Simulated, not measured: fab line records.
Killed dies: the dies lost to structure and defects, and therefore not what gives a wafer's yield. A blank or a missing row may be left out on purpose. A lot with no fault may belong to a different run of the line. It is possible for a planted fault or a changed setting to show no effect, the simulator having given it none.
fab line records	flow nand-harc
[record] lots = 11	wafers = 33	last-day = 33
route steps=1302 shown P_STI@109 P_GATE@138 END@1302
lots that met no fault: from a run of the same line without faults
start-h: the number of hours between the record's first day and the start of the first shown wafer of the lot	wait-h: hours from the lot's prior step to this one	" repeats the value in the row above	L1.1+2: several wafers, shown together as one row	- either no value or no given start	* or withheld: withheld	< > ~ a bound
route shown NAME@n: a module of which the file shows steps, and the number in the route of the first	usual: average and standard deviation across the fault-free wafers	same: alike in all rows	chamber/n: place in a boat	sites: readings site by site	_std_site: standard deviation across them	_edge_site: inner sites' mean taken away from outer sites' mean	radius-mm: for every site, how far away it sits from the centre of the wafer	mask NAME#n: copy n	behind: the most recent tool/chamber to have shaped the wafer	hold: the reason the lot was held/the length of the hold in hours/how it ended	device: the n, p or np transistor that did not switch	end of line: the route-end tests of the same wafers	a step with no rows: only its recipe	killed: count of dies lost to structure and defects at first sort (not the wafer's yield)	map: a wafer's dies, x killed, . not, _ none there
set.NAME: the setting as run; set.NAME@STEP: as run at that earlier step	model.NAME: the simulator's own value behind a step, which no gauge read
route steps across a sampled set of lots; one table per step, one row per wafer
services: when a tool's chamber went out of use (start-h, in hours from the record's first day, below 0 if earlier), for how many hours, and the reason
[[steps]]
[step NHARC_P_STI_INSPECT_25]
[usual] raw-defect-count = 237/85
lot.wafer	tool	chamber	start-h	wait-h	raw-defect-count
L900.1	defect-inspect-02	-	80.14	0.4	140
L900.4	"	-	"	"	266
L900.5	"	-	"	"	268
L902.4	defect-inspect-02	-	102.23	0.4	239
L902.5	"	-	"	"	117
L902.6	"	-	"	"	175
L904.3	defect-inspect-01	-	121.07	0.4	428
L904.5	"	-	"	"	382
L904.6	"	-	"	"	312
L906.2	defect-inspect-01	-	150.10	0.4	248
L906.4	"	-	"	"	399
L906.5	"	-	"	"	218
L907.2	defect-inspect-02	-	153.18	0.4	210
L907.5	"	-	"	"	151
L907.6	"	-	"	"	185
L909.3	defect-inspect-02	-	177.87	0.4	271
L909.4	"	-	"	"	307
L909.5	"	-	"	"	370
L913.1	defect-inspect-02	-	215.69	0.4	217
L913.4	"	-	"	"	167
L913.5	"	-	"	"	126
L914.2	defect-inspect-02	-	221.37	0.4	299
L914.4	"	-	"	"	287
L914.5	"	-	"	"	313
L917.1	defect-inspect-01	-	251.63	0.4	201
L917.2	"	-	"	"	260
L917.3	"	-	"	"	297
L921.1	defect-inspect-02	-	291.68	0.4	292
L921.3	"	-	"	"	212
L921.4	"	-	"	"	208
L922.2	defect-inspect-02	-	299.96	0.4	262
L922.4	"	-	"	"	442
L922.6	"	-	"	"	512
[step NHARC_P_GATE_EXPOSE_23]
[recipe] na = 1.35	target-cd-nm = 120	dose-mj = 93.91	mask-id = P_GATE
[usual] stage-vel-mm-s = 500.04/0.25
lot.wafer	tool	chamber	start-h	wait-h	mask	stage-vel-mm-s
L900.1	arfi-scanner-02	0	103.59	-	P_GATE#0	500.31
L900.4	"	0	"	"	P_GATE#0	499.57
L900.5	"	0	"	"	P_GATE#0	499.86
L902.4	arfi-scanner-03	0	125.18	-	P_GATE#0	499.86
L902.5	"	0	"	"	P_GATE#0	500.39
L902.6	"	0	"	"	P_GATE#0	499.77
L904.3	arfi-scanner-03	0	143.60	-	P_GATE#0	500.36
L904.5	"	0	"	"	P_GATE#0	500.22
L904.6	"	0	"	"	P_GATE#0	500.15
L906.2	arfi-scanner-02	0	172.06	-	P_GATE#0	500.02
L906.4	"	0	"	"	P_GATE#0	500.28
L906.5	"	0	"	"	P_GATE#0	500.46
L907.2	arfi-scanner-01	0	177.50	-	P_GATE#0	500.00
L907.5	"	0	"	"	P_GATE#0	499.93
L907.6	"	0	"	"	P_GATE#0	499.88
L909.3	arfi-scanner-01	0	206.68	-	P_GATE#0	500.25
L909.4	"	0	"	"	P_GATE#0	500.26
L909.5	"	0	"	"	P_GATE#0	500.28
L913.1	arfi-scanner-01	0	239.58	-	P_GATE_R1#0	500.09
L913.4	"	0	"	"	P_GATE_R1#0	500.33
L913.5	"	0	"	"	P_GATE_R1#0	500.33
L914.2	arfi-scanner-01	0	243.91	-	P_GATE#0	499.75
L914.4	"	0	"	"	P_GATE#0	499.82
L914.5	"	0	"	"	P_GATE#0	499.77
L917.1	arfi-scanner-03	0	274.18	-	P_GATE#0	500.28
L917.2	"	0	"	"	P_GATE#0	500.15
L917.3	"	0	"	"	P_GATE#0	499.85
L921.1	arfi-scanner-01	0	316.24	-	P_GATE#0	500.48
L921.3	"	0	"	"	P_GATE#0	500.28
L921.4	"	0	"	"	P_GATE#0	500.24
L922.2	arfi-scanner-01	0	323.28	-	P_GATE#0	500.00
L922.4	"	0	"	"	P_GATE#0	499.87
L922.6	"	0	"	"	P_GATE#0	499.58
[step NHARC_P_GATE_CD_MEAS_26]
[recipe] target-cd-nm = 120	landing-energy-ev = 500
[usual] cd-nm = 120.3/0.74
[same] landing-energy-ev = 500
lot.wafer	tool	chamber	start-h	wait-h	cd-nm
L900.1	cd-sem-01	0	103.73	-	120.3
L900.4	"	0	"	"	119.8
L900.5	"	0	"	"	120.5
L902.4	cd-sem-02	0	125.31	-	120.4
L902.5	"	0	"	"	120.2
L902.6	"	0	"	"	121.5
L904.3	cd-sem-01	0	143.74	-	120.1
L904.5	"	0	"	"	120.1
L904.6	"	0	"	"	119.3
L906.2	cd-sem-01	0	172.20	-	121.4
L906.4	"	0	"	"	120.7
L906.5	"	0	"	"	121.1
L907.2	cd-sem-01	0	177.64	-	120.7
L907.5	"	0	"	"	120.6
L907.6	"	0	"	"	120.5
L909.3	cd-sem-02	0	206.82	-	119.6
L909.4	"	0	"	"	119.3
L909.5	"	0	"	"	120.7
L913.1	cd-sem-02	0	239.72	-	75.1
L913.4	"	0	"	"	76.3
L913.5	"	0	"	"	75.7
L914.2	cd-sem-02	0	244.05	-	119.1
L914.4	"	0	"	"	119.7
L914.5	"	0	"	"	120.0
L917.1	cd-sem-02	0	274.32	-	120.4
L917.2	"	0	"	"	120.5
L917.3	"	0	"	"	119.2
L921.1	cd-sem-01	0	316.38	-	121.0
L921.3	"	0	"	"	120.2
L921.4	"	0	"	"	120.9
L922.2	cd-sem-02	0	323.42	-	118.9
L922.4	"	0	"	"	119.1
L922.6	"	0	"	"	119.7
[step NHARC_P_GATE_DESCUM_31]
[recipe] time-s = 3	o2-flow-sccm = 200	ar-flow-sccm = 0	bias-power-w = 0	chemistry = O2
[usual] drypump-motor-current-A = 5.7/0.4	oes-product-au = 0.999/0.0098	rf-vpp-V = 57.9/0.91	showerhead-plenum-p-Torr = 1.92/0.083	throttle-valve-pct = 11.310/0.0091
lot.wafer	tool	chamber	start-h	wait-h	drypump-motor-current-A	oes-product-au	rf-hours-counter-h	rf-vpp-V	showerhead-plenum-p-Torr	throttle-valve-pct
L900.4	rie-diel-10	3	103.92	0.1	5.7	0.998	1	58.7	1.80	11.315
L900.1	"	1	"	"	5.8	1.008	2	59.4	1.96	11.320
L900.5	"	3	"	"	5.7	1.005	-	57.8	1.81	11.289
L902.4	rie-diel-10	3	125.49	0.1	5.7	1.001	2	57.7	1.81	11.310
L902.6	"	3	"	"	5.7	0.998	-	57.7	1.80	11.273
L902.5	"	0	"	"	5.8	1.002	-	56.9	1.79	11.311
L904.3	rie-diel-02	0	143.92	0.1	5.8	1.001	8	58.2	1.90	11.312
L904.5	"	0	"	"	5.8	1.002	-	57.4	1.90	11.318
L904.6	"	2	"	"	5.4	1.004	-	58.1	1.93	11.319
L906.2	rie-diel-02	3	172.38	0.1	6.0	0.989	9	58.1	1.95	11.303
L906.4	"	1	"	"	5.0	0.988	9	56.4	1.84	11.298
L906.5	"	3	"	"	6.0	0.984	-	58.8	1.96	11.320
L907.2	rie-diel-02	3	177.84	0.1	6.0	0.989	10	57.6	1.96	11.309
L907.5	"	1	"	"	5.0	1.003	-	58.9	1.84	11.300
L907.6	"	2	"	"	5.4	1.001	-	59.4	1.93	11.320
L909.3	rie-diel-02	2	207.00	0.1	5.4	0.994	10	58.0	1.93	11.319
L909.4	"	0	"	"	5.8	1.007	11	58.7	1.90	11.309
L909.5	"	3	"	"	6.0	0.980	-	57.9	1.95	11.299
L913.4	rie-diel-02	2	239.91	0.1	5.4	0.996	1	57.5	1.93	11.291
L913.1	"	0	"	"	5.8	1.019	1	57.1	1.90	11.323
L913.5	"	3	"	"	6.0	1.001	-	58.3	1.95	11.315
L914.2	rie-diel-02	2	244.23	0.1	5.4	0.999	1	58.6	1.93	11.323
L914.4	"	3	"	"	6.0	1.010	1	56.9	1.95	11.324
L914.5	"	3	"	"	6.0	1.014	-	58.7	1.95	11.311
L917.3	rie-diel-07	3	274.51	0.1	6.2	1.006	8	58.4	1.83	11.299
L917.1	"	0	"	"	6.0	0.996	10	58.0	1.93	11.323
L917.2	"	1	"	"	6.0	0.993	9	58.2	2.06	11.304
L921.4	rie-diel-07	3	316.57	0.1	6.2	1.019	1	58.2	1.83	11.313
L921.1	"	1	"	"	6.0	1.007	1	57.5	2.06	11.314
L921.3	"	2	"	"	5.5	1.003	1	60.2	2.05	11.314
L922.2	rie-diel-10	2	323.63	0.1	4.8	0.971	4	59.3	2.03	11.309
L922.4	"	3	"	"	5.7	0.979	-	57.4	1.80	11.298
L922.6	"	2	"	"	4.8	0.970	-	58.0	2.03	11.314
[step NHARC_P_GATE_STRIP_108]
[recipe] o2-flow-sccm = 500	ar-flow-sccm = 0	bias-w = 0	chemistry = O2
[usual] drypump-motor-current-A = 5.7/0.4	oes-product-au = 1.001/0.0094	rf-vpp-V = 57.8/0.92	showerhead-plenum-p-Torr = 3.53/0.15	throttle-valve-pct = 17.036/0.01
lot.wafer	tool	chamber	start-h	wait-h	drypump-motor-current-A	oes-product-au	rf-hours-counter-h	rf-vpp-V	showerhead-plenum-p-Torr	throttle-valve-pct
L900.4	rie-diel-07	1	104.53	-	6.0	0.993	7	58.2	3.79	17.046
L900.1	"	2	"	"	5.5	1.002	5	58.0	3.77	17.032
L900.5	"	2	"	"	5.5	1.004	-	59.0	3.76	17.030
L902.4	rie-diel-10	2	126.14	-	4.8	0.996	4	58.5	3.74	17.054
L902.5	"	0	"	"	5.9	1.006	-	56.6	3.31	17.045
L902.6	"	1	"	"	5.8	1.005	-	56.6	3.61	17.029
L904.3	rie-diel-02	3	144.61	-	6.0	0.982	8	58.6	3.60	17.044
L904.6	"	3	"	"	6.0	0.976	-	58.0	3.60	17.032
L904.5	"	2	"	"	5.4	1.005	-	56.3	3.56	17.025
L906.2	rie-diel-10	1	173.04	-	5.9	1.006	8	57.2	3.60	17.034
L906.4	"	3	"	"	5.7	1.002	6	57.5	3.34	17.036
L906.5	"	2	"	"	4.8	0.991	-	57.8	3.74	17.032
L907.2	rie-diel-10	1	178.48	-	5.8	1.014	8	58.8	3.60	17.037
L907.6	"	3	"	"	5.7	1.001	-	57.6	3.34	17.023
L907.5	"	0	"	"	5.8	0.993	-	57.1	3.31	17.025
L909.3	rie-diel-02	2	207.62	-	5.4	0.998	10	57.5	3.56	17.039
L909.4	"	0	"	"	5.8	1.018	11	58.0	3.51	17.030
L909.5	"	2	"	"	5.4	0.989	-	57.1	3.56	17.049
L913.1	rie-diel-02	3	240.55	-	6.0	1.001	1	59.4	3.60	17.031
L913.4	"	1	"	"	5.0	1.010	1	57.0	3.41	17.039
L913.5	"	2	"	"	5.4	1.015	-	58.5	3.56	17.038
L914.4	rie-diel-07	1	244.87	-	6.0	1.002	7	58.8	3.78	17.046
L914.2	"	2	"	"	5.5	1.013	6	57.7	3.76	17.030
L914.5	"	1	"	"	6.0	1.003	-	58.9	3.78	17.041
L917.3	rie-diel-02	0	275.14	-	5.8	0.999	3	57.2	3.51	17.051
L917.1	"	1	"	"	5.0	1.001	3	57.1	3.41	17.038
L917.2	"	2	"	"	5.4	1.002	3	58.3	3.56	17.034
L921.1	rie-diel-02	1	317.19	-	5.0	1.011	5	56.9	3.41	17.046
L921.4	"	2	"	"	5.4	1.015	5	58.8	3.56	17.017
L921.3	"	3	"	"	6.0	1.006	4	59.2	3.60	17.030
L922.4	rie-diel-02	2	324.29	-	5.4	1.000	5	58.0	3.56	17.045
L922.2	"	0	"	"	5.8	0.996	4	58.8	3.51	17.007
L922.6	"	3	"	"	6.0	0.990	-	57.6	3.60	17.043
[step NHARC_P_GATE_CD_MEAS_33]
[usual] cd-nm = 121.0/3
lot.wafer	tool	chamber	start-h	wait-h	cd-nm
L900.1	cd-sem-03	-	104.71	-	122.1
L900.4	"	-	"	"	122.0
L900.5	"	-	"	"	125.6
L902.4	cd-sem-03	-	126.30	-	122.8
L902.5	"	-	"	"	122.1
L902.6	"	-	"	"	125.9
L904.3	cd-sem-01	-	144.82	0.2	122.1
L904.5	"	-	"	"	125.0
L904.6	"	-	"	"	122.4
L906.2	cd-sem-02	-	173.21	-	124.9
L906.4	"	-	"	"	127.9
L906.5	"	-	"	"	124.9
L907.2	cd-sem-03	-	178.62	-	119.2
L907.5	"	-	"	"	122.0
L907.6	"	-	"	"	118.6
L909.3	cd-sem-01	-	207.80	-	124.1
L909.4	"	-	"	"	119.9
L909.5	"	-	"	"	120.9
L913.1	cd-sem-01	-	240.70	-	74.6
L913.4	"	-	"	"	74.4
L913.5	"	-	"	"	74.0
L914.2	cd-sem-02	-	245.03	-	122.3
L914.4	"	-	"	"	115.9
L914.5	"	-	"	"	114.4
L917.1	cd-sem-01	-	275.31	-	119.2
L917.2	"	-	"	"	122.9
L917.3	"	-	"	"	116.9
L921.1	cd-sem-02	-	317.36	-	120.3
L921.3	"	-	"	"	119.5
L921.4	"	-	"	"	118.8
L922.2	cd-sem-01	-	324.47	-	118.0
L922.4	"	-	"	"	118.1
L922.6	"	-	"	"	118.7
[step NHARC_END_SORT_01]
[recipe] temp-c = 25
[usual] killed-at-array = 63/17	killed-at-other = 0.8/1.1	killed-at-periphery = 3.5/3	killed-dies = 67/17	killed-open = 3.1/1.6	killed-short = 2.6/1.4
[same] gross-dies = 677
lot.wafer	tool	chamber	start-h	wait-h	killed-at-array	killed-at-other	killed-at-periphery	killed-dies	killed-open	killed-short
L913.1	prober-01	0	698.24	2.5	64	3	610	677	0	0
L913.4	prober-01	0	700.61	3.4	73	1	603	677	2	3
L913.5	prober-01	0	701.41	3.7	77	1	599	677	3	2
// killed by level:class
L913.1 P_GATE:area-expose=593 A_SLIT:chamber-film-flake=27 A_CHANNEL_HOLE_D2:chamber-film-flake=17 A_CONTACT:chamber-film-flake=9 P_M1:chamber-film-flake=6 A_CHANNEL_HOLE_D1:chamber-film-flake=5 P_GATE:chamber-film-flake=4 P_BONDPAD:chamber-film-flake=4
L913.4 P_GATE:area-expose=589 A_SLIT:chamber-film-flake=31 A_CHANNEL_HOLE_D2:chamber-film-flake=20 A_CONTACT:chamber-film-flake=8 P_ZERO_WELL:chamber-film-flake=5 A_CHANNEL_HOLE_D1:chamber-film-flake=4 P_M1:chamber-film-flake=4 P_BONDPAD:chamber-film-flake=4
L913.5 P_GATE:area-expose=583 A_SLIT:chamber-film-flake=34 A_CHANNEL_HOLE_D2:chamber-film-flake=21 P_M1:chamber-film-flake=9 A_CONTACT:chamber-film-flake=8 A_CHANNEL_HOLE_D1:chamber-film-flake=5 P_GATE:chamber-film-flake=4 A_STAIRCASE:chamber-film-flake=3
[[services]]
tool	chamber	start-h	hours	kind
arfi-scanner-01	-	81.96	4.0	pm
arfi-scanner-01	-	92.04	4.0	repair
rie-diel-07	1	98.13	4.6	repair
arfi-scanner-03	-	102.55	2.7	repair
rie-diel-10	1	110.75	2.0	repair
rie-diel-07	-	117.20	9.0	pm
rie-diel-02	1	133.49	11.4	repair
arfi-scanner-02	-	140.00	4.0	pm
arfi-scanner-03	-	172.22	9.1	repair
rie-diel-07	3	175.88	7.3	repair
rie-diel-07	1	177.03	2.2	repair
arfi-scanner-03	-	196.00	4.0	pm
arfi-scanner-02	-	214.49	0.9	repair
rie-diel-02	-	216.70	9.0	pm
rie-diel-10	-	242.50	9.0	pm
arfi-scanner-01	-	253.96	4.0	pm
arfi-scanner-03	-	278.60	1.9	repair
arfi-scanner-03	-	280.92	0.4	repair
arfi-scanner-03	-	285.31	1.7	repair
arfi-scanner-02	-	288.67	0.2	repair
rie-diel-02	0	290.28	11.8	repair
rie-diel-07	-	294.20	9.0	pm
arfi-scanner-02	-	312.00	4.0	pm
rie-diel-10	1	321.12	6.6	repair
[[key]]
[first-sign] step = NHARC_P_GATE_EXPOSE_23	reading = mask	direction = changed
[effect] step = NHARC_P_GATE_CD_MEAS_26	reading = cd-nm	direction = down	sigmas = 60	usual = 120.3	struck = 75.7
[effect] step = NHARC_P_GATE_CD_MEAS_33	reading = cd-nm	direction = down	sigmas = 16	usual = 121.0	struck = 74.3
[effect] step = NHARC_END_SORT_01	reading = killed-at-periphery	direction = up	sigmas = 99+	usual = 3.5	struck = 604
[more-kills-born-at] NHARC_P_GATE_EXPOSE_23@arfi-scanner-01 = 1765
met-at NHARC_P_GATE_EXPOSE_23
struck-lots L913
later-rows-left-out L913.1,L913.4,L913.5
tester-left-out L913
not-acting-at NHARC_P_STI_INSPECT_25,NHARC_P_GATE_DESCUM_31,NHARC_P_GATE_STRIP_108
onset-between 206.68 239.58
[fault] kind = wrong-mask	tool = any	chamber = -	onset-h = 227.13	steps = NHARC_P_GATE_EXPOSE_23	aux-copy = P_GATE_R1#0	cd-offset-nm = -44.684	scope = struck-lots-only
// tester-left-out: of these lots the tester's yield and bins aren't shown, on N5 and GAA mostly nor the transistor test; their killed dies are dies lost to structure and defects alone, not to doping, threshold or leakage, so they don't give the yield
// later-rows-left-out: the simulator's readings of these wafers behind a module that went badly wrong aren't trusted and aren't shown, but for the sort
